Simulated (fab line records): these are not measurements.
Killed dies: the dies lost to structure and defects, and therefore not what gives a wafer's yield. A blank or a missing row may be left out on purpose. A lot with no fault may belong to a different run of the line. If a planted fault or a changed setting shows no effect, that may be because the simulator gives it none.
Split-lot study / flow n5Finfet / 7 lots, 21 wafers read, on a route of 1938 steps

## THE SPLIT
At N5_BEOL_M0_SAQP_PECVD_04 (deposits a-Si from SiH4/He, target thk 60 nm, time 60.2 s), the setting timeS was moved away from the recipe's 60.2 s on 9 of the 21 wafers read, by -13.8% to +8.6%. For the rest of the wafers, this setting stayed at what the recipe calls for.

## FROM THE SPLIT TO THE READING: what the file shows between them, 4 steps
- N5_BEOL_M0_SAQP_THK_MEAS_05
- N5_BEOL_M0_SAQP_DEVELOP_13: develop time 30 s (also split here: developTimeS)
- N5_BEOL_M0_SAQP_HM_OPEN_112: chemistry CHF3/O2, target SiO2, stops on a-Si, target depth 12 nm, time 13.5 s
- N5_BEOL_M0_SAQP_STRIP_113: strips in CHF3/O2

## THE READING
oesProductAu, in a.u., at N5_BEOL_M0_SAQP_MANDREL_ETCH_20 (etches a-Si in HBr/Cl2, stops on SiNx, target depth 60 nm, bt time 10 s, time 30 s). A value of 0.777 a.u. with a standard deviation of 0.012 a.u. is what fault-free wafers of this fab line usually give.

wafer=L077.2; tool, chamber at the split=pecvd-03, 1; timeS as run, s=65.37; against the recipe=+8.6%; oesProductAu, a.u.=0.822; against lot-mates on the recipe=+0.042
wafer=L077.4; tool, chamber at the split=pecvd-03, 2; timeS as run, s=60.2; against the recipe=recipe; oesProductAu, a.u.=0.770; against lot-mates on the recipe=-
wafer=L077.5; tool, chamber at the split=pecvd-03, 1; timeS as run, s=60.2; against the recipe=recipe; oesProductAu, a.u.=0.790; against lot-mates on the recipe=-
wafer=L079.1; tool, chamber at the split=pecvd-03, 0; timeS as run, s=60.2; against the recipe=recipe; oesProductAu, a.u.=0.780; against lot-mates on the recipe=-
wafer=L079.5; tool, chamber at the split=pecvd-03, 1; timeS as run, s=55.21; against the recipe=-8.3%; oesProductAu, a.u.=0.743; against lot-mates on the recipe=-0.037
wafer=L079.6; tool, chamber at the split=pecvd-03, 2; timeS as run, s=60.2; against the recipe=recipe; oesProductAu, a.u.=0.779; against lot-mates on the recipe=-
wafer=L082.1; tool, chamber at the split=pecvd-03, 2; timeS as run, s=60.2; against the recipe=recipe; oesProductAu, a.u.=0.760; against lot-mates on the recipe=-
wafer=L082.2; tool, chamber at the split=pecvd-03, 0; timeS as run, s=60.2; against the recipe=recipe; oesProductAu, a.u.=0.771; against lot-mates on the recipe=-
wafer=L082.5; tool, chamber at the split=pecvd-03, 2; timeS as run, s=60.2; against the recipe=recipe; oesProductAu, a.u.=0.772; against lot-mates on the recipe=-
wafer=L085.1; tool, chamber at the split=pecvd-01, 2; timeS as run, s=65.14; against the recipe=+8.2%; oesProductAu, a.u.=0.810; against lot-mates on the recipe=+0.040
wafer=L085.5; tool, chamber at the split=pecvd-01, 0; timeS as run, s=60.2; against the recipe=recipe; oesProductAu, a.u.=0.771; against lot-mates on the recipe=-
wafer=L085.6; tool, chamber at the split=pecvd-01, 1; timeS as run, s=60.2; against the recipe=recipe; oesProductAu, a.u.=0.768; against lot-mates on the recipe=-
wafer=L089.1; tool, chamber at the split=pecvd-03, 2; timeS as run, s=64.95; against the recipe=+7.9%; oesProductAu, a.u.=0.799; against lot-mates on the recipe=+0.041
wafer=L089.2; tool, chamber at the split=pecvd-03, 1; timeS as run, s=60.2; against the recipe=recipe; oesProductAu, a.u.=0.758; against lot-mates on the recipe=-
wafer=L089.6; tool, chamber at the split=pecvd-03, 1; timeS as run, s=64.95; against the recipe=+7.9%; oesProductAu, a.u.=0.822; against lot-mates on the recipe=+0.064
wafer=L093.4; tool, chamber at the split=pecvd-03, 0; timeS as run, s=52.8; against the recipe=-12.3%; oesProductAu, a.u.=0.749; against lot-mates on the recipe=-0.030
wafer=L093.5; tool, chamber at the split=pecvd-03, 1; timeS as run, s=60.2; against the recipe=recipe; oesProductAu, a.u.=0.779; against lot-mates on the recipe=-
wafer=L093.6; tool, chamber at the split=pecvd-03, 2; timeS as run, s=52.8; against the recipe=-12.3%; oesProductAu, a.u.=0.728; against lot-mates on the recipe=-0.051
wafer=L095.1; tool, chamber at the split=pecvd-01, 2; timeS as run, s=60.2; against the recipe=recipe; oesProductAu, a.u.=0.790; against lot-mates on the recipe=-
wafer=L095.2; tool, chamber at the split=pecvd-01, 1; timeS as run, s=51.91; against the recipe=-13.8%; oesProductAu, a.u.=0.711; against lot-mates on the recipe=-0.079
wafer=L095.4; tool, chamber at the split=pecvd-01, 1; timeS as run, s=51.91; against the recipe=-13.8%; oesProductAu, a.u.=0.718; against lot-mates on the recipe=-0.072

FIT RESULTS
A straight line over all 21 wafers: oesProductAu changes by +0.00405 a.u. for each +1% of timeS; r = +0.94; the points scatter about the line by 0.011 a.u.
The same after taking each lot's own level away (the mean of its wafers on the recipe; 21 wafers): +0.0049 a.u. for each +1%; r = +0.96; scatter 0.01 a.u.
Per that fit: largest timeS move, reading shift of 0.067 a.u.
The lots' own levels span 0.7580 to 0.7900 a.u., that is 2.7 times the standard deviation above.
So the slope is not independent of the lot-to-lot level: the two fits are not the same.
Check: -0.0611 a.u. against its lot-mates is what the line predicts for one of the wafers moved furthest among these (-13.8%) when that wafer is left out of the fit. It came out at -0.079 a.u. against them.

## ADDITIONAL SPLITS CARRIED BY THESE WAFERS
These wafers also went through other splits before the reading. Each is held against what the fit with the lots' levels taken away leaves over:
other split on the same wafers=N5_HKMG_FIN_ETCH_55 biasW; wafers away from the commonest value=5; r with oesProductAu (lot level and that fit taken away)=-0.59
other split on the same wafers=N5_GATE_CUT_DESCUM_18 timeS; wafers away from the commonest value=5; r with oesProductAu (lot level and that fit taken away)=-0.06
other split on the same wafers=N5_MOL_CONTACT_COAG_COAT_34 spinRpm; wafers away from the commonest value=7; r with oesProductAu (lot level and that fit taken away)=-0.32
other split on the same wafers=N5_BEOL_M0_SAQP_DEVELOP_13 developTimeS; wafers away from the commonest value=4; r with oesProductAu (lot level and that fit taken away)=+0.00

## THE WHOLE CHAIN: every reading that the file lists as answering this split, in the file's order
step=N5_BEOL_M0_SAQP_PECVD_04; what it does=deposits a-Si from SiH4/He, target thk 60 nm, time 60.2 s; reading=a-Si_of_BEOL_M0_SAQP_PECVD_04.thkNm (the simulator's own value, which no gauge read); change (the file's fit)=+0.57 nm for each +1% of the setting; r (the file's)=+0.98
step=N5_BEOL_M0_SAQP_THK_MEAS_05; what it does=; reading=thkNm; change (the file's fit)=withheld for each +1% of the setting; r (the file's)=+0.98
step=N5_BEOL_M0_SAQP_MANDREL_ETCH_20; what it does=etches a-Si in HBr/Cl2, stops on SiNx, target depth 60 nm, bt time 10 s, time 30 s; reading=oesProductAu; change (the file's fit)=+0.0048 a.u. for each +1% of the setting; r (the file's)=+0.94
step=N5_BEOL_M0_SAQP_MANDREL_ETCH_20; what it does=etches a-Si in HBr/Cl2, stops on SiNx, target depth 60 nm, bt time 10 s, time 30 s; reading=etch.depthNm (the simulator's own value, which no gauge read); change (the file's fit)=+0.577 nm for each +1% of the setting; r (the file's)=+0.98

## FILE'S OWN FIT
oesProductAu changes by +0.0048 a.u. for each +1% of timeS, r = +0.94.
